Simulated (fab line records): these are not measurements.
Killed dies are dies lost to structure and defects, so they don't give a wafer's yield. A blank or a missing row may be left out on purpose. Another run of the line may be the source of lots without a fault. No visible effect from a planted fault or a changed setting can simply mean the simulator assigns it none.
Matching of chambers -- flow nand-harc -- rie-diel-07 running NHARC_P_GATE_STRIP_108: 4 sister chambers
The step strips in O2. 18 wafers are shown with their chamber, then 9 later ones without.

== WAFERS PAIRED WITH THEIR CHAMBERS ==
wafer,chamber,showerhead-plenum-p-Torr (Torr),drypump-motor-current-A (A),oes-product-au (a.u.)
L075.2,1,3.36,6.1,0.986
L075.3,0,3.50,5.3,0.996
L075.4,3,3.28,5.6,1.001
L081.2,2,3.55,4.9,0.981
L081.4,2,3.55,4.9,0.986
L081.5,3,3.28,5.6,0.990
L083.2,0,3.49,5.4,1.005
L083.3,3,3.27,5.7,0.995
L083.4,3,3.27,5.7,0.990
L083.1,2,3.55,4.9,0.987
L083.5,2,3.55,4.9,0.986
L083.6,0,3.49,5.3,1.004
L085.2,3,3.27,5.7,0.999
L085.3,1,3.35,6.1,0.989
L085.4,0,3.49,5.3,0.984
L086.1,3,3.27,5.7,1.001
L086.2,0,3.48,5.3,0.993
L086.4,0,3.48,5.3,0.989

SIGNATURES (averages over the wafers above)
reading,chamber 0,chamber 1,chamber 2,chamber 3,scatter within a chamber
showerhead-plenum-p-Torr,3.4883,3.3550,3.5500,3.2733,0.00577
drypump-motor-current-A,5.317,6.100,4.900,5.667,0.0393
oes-product-au,0.99517,0.98750,0.98500,0.99600,0.00598
Rule: for a wafer and a chamber, the distance is found by dividing, reading by reading, the gap between the wafer's reading and the chamber's mean by the reading's scatter, squaring, summing and taking the root. The wafer belongs to the nearest chamber; if the next one is less than 2 further off, it can't be placed. The scatter: take each reading less its chamber's mean, square it, sum over the shown wafers, divide by the number of wafers less the number of chambers, and take the root.

== WAFERS MISSING THEIR CHAMBER ==
wafer,showerhead-plenum-p-Torr (Torr),drypump-motor-current-A (A),oes-product-au (a.u.)
L091.1,3.55,4.9,0.980
L091.3,3.34,6.0,0.993
L091.4,3.34,6.1,0.989
L092.1,3.48,5.3,0.996
L092.2,3.34,6.1,1.000
L092.5,3.54,4.9,1.000
L097.3,3.33,6.1,1.001
L097.5,3.54,4.9,0.989
L097.6,3.33,6.0,1.005

== THE CHAMBER EACH PASSED THROUGH ==
wafer,from the rows above,in truth
L091.1,2,2
L091.3,1,1
L091.4,1,1
L092.1,0,0
L092.2,1,1
L092.5,2,2
L097.3,1,1
L097.5,2,2
L097.6,1,1
Placed correctly: 9 of 9. Left unplaced by these rows: 0. 0 placed wrongly.
